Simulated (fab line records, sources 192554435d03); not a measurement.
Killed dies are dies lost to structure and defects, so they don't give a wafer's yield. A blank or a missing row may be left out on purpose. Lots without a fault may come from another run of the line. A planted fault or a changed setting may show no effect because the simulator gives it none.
Chamber matching | flow n5_finfet | N5_FIN_SAQP_ETCH_51 on rie_diel-06: 4 sister chambers
The step etches SiARC in CF4, target depth 45.5 nm, time 75.8 s. 20 wafers are shown with their chamber, then 10 later ones without.

WAFERS WITH THEIR CHAMBER
wafer  | chamber | drypump_motor_current_A (A) | showerhead_plenum_p_Torr (Torr) | oes_product_au (a.u.)
L075.1 | 1       | 4.9                         | 2.18                            | 0.74
L075.5 | 2       | 5.5                         | 2.18                            | 0.82
L075.6 | 3       | 5.3                         | 2.12                            | 0.61
L078.3 | 1       | 4.9                         | 2.18                            | 0.73
L078.5 | 0       | 5.5                         | 2.03                            | 0.62
L078.6 | 1       | 4.9                         | 2.18                            | 0.73
L081.1 | 0       | 5.5                         | 2.03                            | 0.62
L081.4 | 3       | 5.3                         | 2.12                            | 0.60
L081.6 | 2       | 5.5                         | 2.18                            | 0.79
L082.1 | 0       | 5.5                         | 2.03                            | 0.61
L082.2 | 1       | 4.9                         | 2.17                            | 0.73
L082.5 | 2       | 5.5                         | 2.17                            | 0.79
L087.2 | 0       | 5.5                         | 2.02                            | 0.61
L087.3 | 2       | 5.5                         | 2.17                            | 0.78
L087.5 | 0       | 5.5                         | 2.02                            | 0.61
L088.1 | 0       | 5.6                         | 2.02                            | 0.61
L088.3 | 3       | 5.3                         | 2.11                            | 0.59
L088.5 | 0       | 5.5                         | 2.02                            | 0.60
L090.1 | 0       | 5.5                         | 2.02                            | 0.60
L090.3 | 1       | 4.9                         | 2.17                            | 0.71

SIGNATURES (means of the wafers above)
reading                  | chamber 0 | chamber 1 | chamber 2 | chamber 3 | scatter within a chamber
drypump_motor_current_A  | 5.513     | 4.900     | 5.500     | 5.300     | 0.0234
showerhead_plenum_p_Torr | 2.0237    | 2.1760    | 2.1750    | 2.1167    | 0.00544
oes_product_au           | 0.6100    | 0.7280    | 0.7950    | 0.6000    | 0.0111
Rule: a wafer's distance from a chamber is the root of the sum, over the readings, of the square of ((its reading less the chamber's mean) divided by the reading's scatter). The wafer belongs to the nearest chamber; if the next one is less than 2 further off, it can't be placed. The scatter: the root of (the sum of the squares of (reading less its chamber's mean) over the shown wafers, divided by (wafers less chambers)).

WAFERS WITHOUT THEIR CHAMBER
wafer  | drypump_motor_current_A (A) | showerhead_plenum_p_Torr (Torr) | oes_product_au (a.u.)
L090.4 | 5.5                         | 2.02                            | 0.59
L091.1 | 5.5                         | 2.02                            | 0.60
L091.2 | 4.9                         | 2.16                            | 0.69
L091.5 | 5.5                         | 2.17                            | 0.75
L092.1 | 4.9                         | 2.16                            | 0.69
L092.2 | 5.5                         | 2.02                            | 0.59
L092.3 | 5.5                         | 2.02                            | 0.59
L093.1 | 5.3                         | 2.11                            | 0.87
L093.4 | 5.3                         | 2.11                            | 0.87
L093.5 | 4.9                         | 2.16                            | 0.69

WHICH CHAMBER EACH WENT THROUGH
wafer  | from the rows above | in truth
L090.4 | 0                   | 0
L091.1 | 0                   | 0
L091.2 | 1                   | 1
L091.5 | 2                   | 2
L092.1 | 1                   | 1
L092.2 | 0                   | 0
L092.3 | 0                   | 0
L093.1 | 2                   | 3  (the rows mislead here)
L093.4 | 2                   | 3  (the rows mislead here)
L093.5 | 1                   | 1
Placed correctly: 8 of 10. Can't be placed from these rows: 0. Placed wrongly: 2.
